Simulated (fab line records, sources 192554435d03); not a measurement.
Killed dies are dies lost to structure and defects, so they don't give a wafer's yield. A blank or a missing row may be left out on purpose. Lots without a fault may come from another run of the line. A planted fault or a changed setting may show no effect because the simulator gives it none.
A struck lot beside a sound one | flow n5_finfet | 18 steps out of a route of 1938
Sound: wafers L441.1, L441.3, L441.6. Struck: wafers L448.2, L448.4, L448.5. The cause comes at the end.
At each step with rows: each side's tool, then ch and its chambers, then its first start. Under that, the readings that differ: sound wafers | struck wafers | difference of the means | sigmas: that difference in standard deviations of wafers without a fault.
alike: readings whose means differ by less than 2 such deviations, and words and numbers that are the same on both sides. not compared: withheld readings, readings that some wafer has no value for, bounds like >300 that may hide the same value, and numbers for which the record gives no deviation and whose values overlap.
The two part at a step that has a row with sigmas, a row that says differs or no value, or rows on one side only. Numbers that don't overlap but have no deviation are shown without sigmas and don't part them. A reading that every wafer of one side lacks parts them only if that side has two wafers or more.

N5_BEOL_M10_ETCH_61: etches SiARC in CF4, target depth 39 nm, time 65 s.
  sound on rie_diel-06 ch 1,2,3, day 10 03:58; struck on rie_diel-02 ch 0,1, day 12 23:20
  alike: drypump_motor_current_A, etch_rf_on_time_s, oes_product_au, rf_vpp_V, showerhead_plenum_p_Torr, throttle_valve_pct
  not compared: rf_hours_counter_h
N5_BEOL_M10_ETCH_62: etches SOC in N2/H2, target depth 110 nm, overetch 22 nm, time 165 s.
  sound on rie_diel-06 ch 1,2,3, day 10 04:01; struck on rie_diel-02 ch 0,1, day 12 23:23
  alike: drypump_motor_current_A, oes_product_au, rf_vpp_V, showerhead_plenum_p_Torr, throttle_valve_pct
  not compared: rf_hours_counter_h
then, 1 step without rows for these wafers: N5_BEOL_M10_STRIP_68 (strips in N2/H2).
N5_BEOL_M10_STRIP_67: strips in CF4.
  sound on rie_diel-06 ch 1,2,3, day 10 04:09; struck on rie_diel-02 ch 0,1, day 12 23:32
  alike: drypump_motor_current_A, oes_product_au, rf_vpp_V, showerhead_plenum_p_Torr, throttle_valve_pct
  not compared: rf_hours_counter_h
N5_BEOL_M10_HM_OPEN_17: chemistry Cl2/BCl3, target TiN, target depth 20 nm, overetch 6 nm.
  sound on rie_metal-01 ch 0,1, day 10 04:11; struck on rie_metal-02 ch 0,1, day 12 23:34
  alike: drypump_motor_current_A, oes_ar_750_au, oes_product_au, throttle_valve_pct
  not compared: rf_hours_counter_h
N5_BEOL_M10_STRIP_19: strips in O2.
  sound on rie_diel-06 ch 1,2,3, day 10 04:19; struck on rie_diel-06 ch 0,2, day 12 23:41
  alike: drypump_motor_current_A, oes_product_au, rf_vpp_V, showerhead_plenum_p_Torr, throttle_valve_pct
  not compared: rf_hours_counter_h
N5_BEOL_M10_CD_MEAS_18: pitch 140 nm, target cd 70 nm.
  sound on cd_sem-03, day 10 04:22; struck on cd_sem-02, day 12 23:45
  reading    | sound          | struck         | difference | sigmas
  cd_nm (nm) | 69.6 69.4 70.0 | 70.0 70.7 71.1 | +0.9       | +2
then, 5 steps without rows for these wafers: N5_BEOL_M10_COAT_63 (time 60 s, resist thk 100 nm); N5_BEOL_M10_COAT_64 (time 60 s, resist thk 30 nm); N5_BEOL_M10_COAT_22 (resist thk 90 nm); N5_BEOL_M10_EBR_24; N5_BEOL_M10_SOFTBAKE_23 (time 60 s).
N5_BEOL_M10_EXPOSE_25: exposes mask V9.
  sound on arfi_scanner-01 ch 0, day 10 04:49; struck on arfi_scanner-02 ch 0, day 13 00:02
  reading                          | sound       | struck      | difference | sigmas
  model.BEOL_M10.overlay_x_nm (nm) | 0.2 0.2 0.2 | 7.8 7.8 7.8 | +7.6       |
  alike: mask
then, 2 steps without rows for these wafers: N5_BEOL_M10_PEB_26 (peb time 60 s); N5_BEOL_M10_DEVELOP_27 (develop time 30 s).
N5_BEOL_M10_CD_MEAS_28: target cd 70 nm.
  sound on cd_sem-02 ch 0, day 10 04:56; struck on cd_sem-03 ch 0, day 13 00:10
  alike: cd_nm
N5_BEOL_M10_OVL_MEAS_29:
  sound on overlay-01 ch 0, day 10 04:58; struck on overlay-01 ch 0, day 13 00:11
  reading     | sound       | struck      | difference | sigmas
  V9_OVL (nm) | 0.4 0.9 1.0 | 7.2 8.3 9.2 | +7.5       | +10
N5_BEOL_M10_INSPECT_30: inspects for defects (brightfield).
  sound on defect_inspect-02, day 10 04:59; struck on defect_inspect-01, day 13 00:13
  alike: raw_defect_count

WHERE THEY PART
First at N5_BEOL_M10_CD_MEAS_18; last, within this record, at N5_BEOL_M10_OVL_MEAS_29. Later steps at which nothing parts them and some readings are alike: N5_BEOL_M10_INSPECT_30.

WHY: what the simulator had put in
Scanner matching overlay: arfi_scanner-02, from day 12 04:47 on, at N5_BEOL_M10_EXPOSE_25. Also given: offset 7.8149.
